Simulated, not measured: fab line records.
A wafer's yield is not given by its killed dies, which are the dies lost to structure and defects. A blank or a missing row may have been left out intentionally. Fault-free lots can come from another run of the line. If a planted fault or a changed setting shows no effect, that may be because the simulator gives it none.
Matching of chambers ; flow nand_harc ; NHARC_A_STAIRCASE_ALD_420 on ald_hk-01: 4 sister chambers
The step deposits SiO2, target thk 20 nm, pulse time 6 s, ald cycles 200. 24 wafers are shown with their chamber, then 12 later ones without.

WAFERS WITH THEIR CHAMBER
wafer;chamber;heater_power_outer_w (W);heater_power_w (W);precursor_pulse_height_rel
L077.1;0;297;515;1.016
L077.4;3;243;458;0.989
L077.6;2;219;432;1.008
L076.1;0;301;498;0.973
L076.2;3;240;455;0.985
L076.5;0;300;529;1.020
L078.1;3;247;456;1.011
L078.3;0;297;527;0.967
L078.5;0;307;529;0.996
L081.2;2;222;444;0.965
L081.3;1;249;486;0.972
L081.5;2;225;434;0.975
L085.1;2;231;425;0.995
L085.2;3;243;452;0.947
L085.6;1;250;504;1.030
L084.1;3;248;444;1.007
L084.2;0;301;521;0.970
L084.3;2;229;430;1.051
L088.1;3;245;440;0.995
L088.2;1;249;502;0.990
L088.4;0;300;517;1.012
L086.1;1;255;491;0.960
L086.3;0;299;525;0.988
L086.6;0;301;517;1.006

SIGNATURES (averages over the wafers above)
reading;chamber 0;chamber 1;chamber 2;chamber 3;scatter within a chamber
heater_power_outer_w;300.33;250.75;225.20;244.33;3.43
heater_power_w;519.78;495.75;433.00;450.83;8.5
precursor_pulse_height_rel;0.99422;0.98800;0.99880;0.98900;0.0259
Rule: a wafer lies at a distance from a chamber equal to the root of the sum of squares, over the readings, of (its reading less the chamber's mean, divided by the reading's scatter). The wafer belongs to the nearest chamber; if the next one is less than 2 further off, it can't be placed. How the scatter is found: for the shown wafers, subtract from each reading the mean of its chamber, square and add these, divide the total by (wafers less chambers), then take the root.

WAFERS WITH NO CHAMBER GIVEN
wafer;heater_power_outer_w (W);heater_power_w (W);precursor_pulse_height_rel
L089.1;261;480;1.006
L089.2;297;522;1.002
L089.5;250;460;0.977
L094.2;258;491;0.978
L094.3;228;440;1.026
L094.4;244;461;1.023
L096.1;227;445;1.020
L096.3;242;455;0.998
L096.4;248;511;1.005
L097.3;218;428;0.981
L097.4;251;468;0.997
L097.6;301;537;0.985

CHAMBER TAKEN BY EACH
wafer;from the rows above;in truth
L089.1;1;1
L089.2;0;0
L089.5;3;3
L094.2;1;1
L094.3;2;2
L094.4;3;3
L096.1;2;2
L096.3;3;3
L096.4;1;1
L097.3;2;2
L097.4;can't be placed: 3 or 1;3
L097.6;0;0
11 of 12 placed correctly. Unplaceable from these rows: 1, with the true chamber sitting among the candidates in 1. Placed wrongly: 0.
